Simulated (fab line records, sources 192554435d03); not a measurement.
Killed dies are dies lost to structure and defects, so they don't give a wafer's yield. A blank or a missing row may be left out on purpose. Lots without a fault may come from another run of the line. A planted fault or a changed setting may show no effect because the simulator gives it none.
Which tool did it? | flow n5_finfet | 11 lots, 29 wafers sampled, at 3 steps of a route of 1938

WHAT THE GAUGES READ, wafer by wafer
N5_BEOL_M12_THK_MEAS_01.
lot  | measured     | on            | M12_ILD_THK (nm)
L886 | day 11 00:53 | film_metro-02 | 654 662 667
L890 | day 11 18:56 | film_metro-01 | 648 658 660
L891 | day 13 01:02 | film_metro-02 | 658 664
L894 | day 14 00:58 | film_metro-02 | 693 671
L897 | day 14 02:46 | film_metro-01 | 662 702
L902 | day 14 18:26 | film_metro-01 | 652 666 664
L905 | day 16 08:23 | film_metro-01 | 646 659
L909 | day 16 16:30 | film_metro-02 | 658 662 667
L906 | day 17 02:27 | film_metro-02 | 645 655 674
L908 | day 17 02:44 | film_metro-02 | 661 655 670
L907 | day 17 20:47 | film_metro-02 | 651 659 664

WHICH TOOL RAN EACH LOT (tool, then ch and the chambers of the sampled wafers, then the start)
lot  | N5_BEOL_M11_DEGAS_44         | N5_BEOL_M12_ILD_DEP_00
L886 | pvd_sputter-03, day 10 22:40 | pecvd-03 ch 1,2, day 11 00:46
L890 | pvd_sputter-03, day 11 16:43 | pecvd-04 ch 0,1,2, day 11 18:49
L891 | pvd_sputter-02, day 12 21:49 | pecvd-04 ch 0,2, day 13 00:54
L894 | pvd_sputter-03, day 13 21:28 | pecvd-04 ch 0,2, day 14 00:50
L897 | pvd_sputter-03, day 14 00:33 | pecvd-04 ch 0,2, day 14 02:40
L902 | pvd_sputter-03, day 14 16:25 | pecvd-02 ch 0,1, day 14 18:18
L905 | pvd_sputter-02, day 16 05:49 | pecvd-02 ch 1,2, day 16 08:15
L909 | pvd_sputter-02, day 16 14:16 | pecvd-04 ch 0,1,2, day 16 16:22
L906 | pvd_sputter-02, day 17 00:13 | pecvd-04 ch 0,1,2, day 17 02:19
L908 | pvd_sputter-02, day 17 00:37 | pecvd-02 ch 0,1, day 17 02:37
L907 | pvd_sputter-02, day 17 19:01 | pecvd-03 ch 0,2, day 17 20:39
- N5_BEOL_M11_DEGAS_44: time 60 s.
- N5_BEOL_M12_ILD_DEP_00: deposits SiOC from DEMS/O2, target thk 658.92 nm, time 130.7 s.

THE ANSWER, worked out from the rows above alone
Rule: what is usual is taken from the lots themselves. Put in order of their means at a reading, lots are off if they are a third of the lots or fewer, leave a main group of 4 or more, and stand apart from it by a gap of 3 or more times the standard deviation of the main group's means; of several such gaps the widest counts. A main group whose means are all the same, to the digits that the tables above print for the reading, isn't used. A lot without any number at a reading at which 4 lots or more have one is off too. The other lots that the step has rows for count as sound.
Off: L894, L897, at N5_BEOL_M12_THK_MEAS_01 (M12_ILD_THK). The main group: mean 659 nm, standard deviation 3.1.
A tool fits if, at a process step before that reading, it ran every lot that is off, and no sound lot after the first of them. The gauges at N5_BEOL_M12_THK_MEAS_01 are tried like those tools. None of those tried fits.

WHAT THE SIMULATOR HAD PUT IN
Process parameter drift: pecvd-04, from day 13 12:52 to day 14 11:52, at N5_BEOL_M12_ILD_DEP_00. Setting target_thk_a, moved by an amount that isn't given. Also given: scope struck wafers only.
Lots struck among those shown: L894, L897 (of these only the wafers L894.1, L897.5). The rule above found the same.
